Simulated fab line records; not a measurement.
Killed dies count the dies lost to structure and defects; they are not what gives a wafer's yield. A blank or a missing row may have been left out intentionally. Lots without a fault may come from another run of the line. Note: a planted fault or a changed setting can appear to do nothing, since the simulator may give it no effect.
A struck lot beside a sound one :: flow nand-harc :: 23 out of 1302 route steps
Sound: the wafers L406.4, L406.5, L406.6. The struck wafers were L410.3, L410.5, L410.6. The cause is given at the end.
Each step with rows lists, per side, the tool, then ch with its chambers, then its first start. Under that, the readings that differ: sound wafers :: struck wafers :: difference of the means :: sigmas: that difference in standard deviations of wafers without a fault.
alike: readings with means less than 2 such deviations apart, plus words and numbers identical on both sides. not compared: withheld readings, readings lacking a value on some wafer, bounds such as >300 that could conceal the same value, and numbers that have no deviation in the record and whose values overlap.
The two part at a step that has a row with sigmas, a row that says differs or no value, or rows on one side only. Non-overlapping numbers with no deviation appear without sigmas and do not part them. A reading missing from all wafers of one side parts the sides only when that side holds two or more wafers.

NHARC_A_BLC_CVD_24: deposits W, target thk 150 nm, time 434 s.
  sound: cvd-w-02 ch 0,1; struck: cvd-w-01 ch 0,1
  alike: chamber-pressure-Torr, heater-power-w, throttle-valve-pct
NHARC_A_BLC_CMP_25: polishes, t overpolish 30 s, target thk 150 nm.
  sound on cmp-04 ch 0,1,3, day 25 17:42; struck on cmp-03 ch 1,2,3, day 27 11:47
  alike: motor-current-A, overpolish-run-s, time-to-endpoint-s
then, 1 step without rows for these wafers: NHARC_A_BLC_SRD_27.
NHARC_A_BLC_INSPECT_28:
  struck on defect-inspect-02, day 27 12:07; sound on defect-inspect-01, day 25 18:04
  alike: raw-defect-count
then, 7 steps without rows for these wafers: NHARC_A_M0_DEP_00 (deposits SiOC, target thk 150 nm); NHARC_A_M0_DEHYDRATE_01 (time 120 s); NHARC_A_M0_HMDS_02 (time 30 s); NHARC_A_M0_COAT_33 (time 65 s); NHARC_A_M0_COAT_03 (resist thk 90 nm); NHARC_A_M0_SOFTBAKE_04 (time 55 s); NHARC_A_M0_EBR_05.
NHARC_A_M0_EXPOSE_06: exposes mask A M0, target cd 80 nm.
  sound on arfi-scanner-03 ch 0, day 25 18:43; struck on arfi-scanner-02 ch 0, day 27 12:53
reading: exposure-dose-mJ-cm2
sound: 83.18 83.33 83.22
struck: 89.58 89.60 89.51
difference: +6.32
sigmas: +76
  alike: mask
then, 2 steps without rows for these wafers: NHARC_A_M0_PEB_07 (peb time 65 s); NHARC_A_M0_DEVELOP_08 (develop time 35 s).
NHARC_A_M0_CD_MEAS_09 targets a cd of 80 nm.
  sound on cd-sem-03 ch 0, day 25 18:51; struck on cd-sem-01 ch 0, day 27 13:01
reading: cd-nm (nm)
sound: 79.4 80.7 80.2
struck: 86.3 85.5 85.8
difference: +5.8
sigmas: +8
NHARC_A_M0_OVL_MEAS_10: pitch 160 nm.
  struck on overlay-02, day 27 13:07; sound on overlay-01, day 25 18:56
reading: overlay-y-nm (nm)
sound: 0.8 1.0 0.7
struck: -0.8 -1.1 -1.2
difference: -1.9
sigmas: -2
  alike: overlay-x-nm
NHARC_A_M0_INSPECT_11:
  struck on defect-inspect-02, day 27 13:08; sound on defect-inspect-01, day 25 18:58
  alike: raw-defect-count
NHARC_A_M0_DESCUM_14: chemistry O2, time 3 s.
  sound on rie-diel-06 ch 0,2,3, day 25 19:02; struck on rie-diel-13 ch 1,2, day 27 13:12
reading: model.A_M0.cd-nm (nm)
sound: 79.7 79.8 80.49
struck: 85.93 85.19 86.41
difference: +5.85
sigmas: 
  alike: drypump-motor-current-A, oes-product-au, rf-vpp-V, showerhead-plenum-p-Torr, throttle-valve-pct
  not compared: rf-hours-counter-h
NHARC_A_M0_ETCH_34: etches the open film in N2/H2, target depth 40 nm, overetch 12 nm, time 43.94 s.
  sound on rie-diel-06 ch 2,3, day 25 19:07; struck on rie-diel-13 ch 1,2, day 27 13:17
reading: oes-product-au (a.u.)
sound: 1.020 1.003 1.021
struck: 0.986 0.985 0.990
difference: -0.028
sigmas: -3
  alike: drypump-motor-current-A, rf-vpp-V, showerhead-plenum-p-Torr, throttle-valve-pct
  not compared: rf-hours-counter-h
NHARC_A_M0_ETCH_15: etches the open film in C4F8/Ar, target depth 150 nm, overetch 15 nm, time 82.5 s.
  sound: rie-diel-06 ch 0,1,2; struck: rie-diel-13 ch 0,1,2
reading: model.A_M0.cd-nm (nm)
sound: 79.3 79.73 80.23
struck: 85.68 85.04 86.08
difference: +5.85
sigmas: 
  alike: oes-product-au, rf-vpp-V
  not compared: rf-hours-counter-h
NHARC_A_M0_CD_MEAS_16:
  struck on cd-sem-02, day 27 13:31; sound on cd-sem-02, day 25 19:20
reading: cd-nm (nm)
sound: 79.1 79.5 79.9
struck: 86.1 85.0 86.3
difference: +6.3
sigmas: +7
NHARC_A_M0_STRIP_18: strips in N2/H2.
  sound on rie-diel-06 ch 1,2,3, day 25 19:28; struck on rie-diel-06 ch 0,1,2, day 27 13:39
  alike: drypump-motor-current-A, oes-product-au, rf-vpp-V, showerhead-plenum-p-Torr, throttle-valve-pct
  not compared: rf-hours-counter-h
NHARC_END_SORT_01:
  sound on prober-01 ch 0, day 27 09:56; struck on prober-01 ch 0, day 29 08:20
  alike: defect-limited-yield, killed-at-array, killed-at-other, killed-at-periphery, killed-dies, killed-open, killed-short

## WHERE THEY PART
At NHARC_A_M0_EXPOSE_06 first; at NHARC_A_M0_CD_MEAS_16 last (within this record only). Later steps at which nothing parts them and some readings are alike: NHARC_A_M0_STRIP_18, NHARC_END_SORT_01.

WHY: whatever the simulator had introduced
Process parameter drift: arfi-scanner-02, from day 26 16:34 on, at NHARC_A_M0_EXPOSE_06. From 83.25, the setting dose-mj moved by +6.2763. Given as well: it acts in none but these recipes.
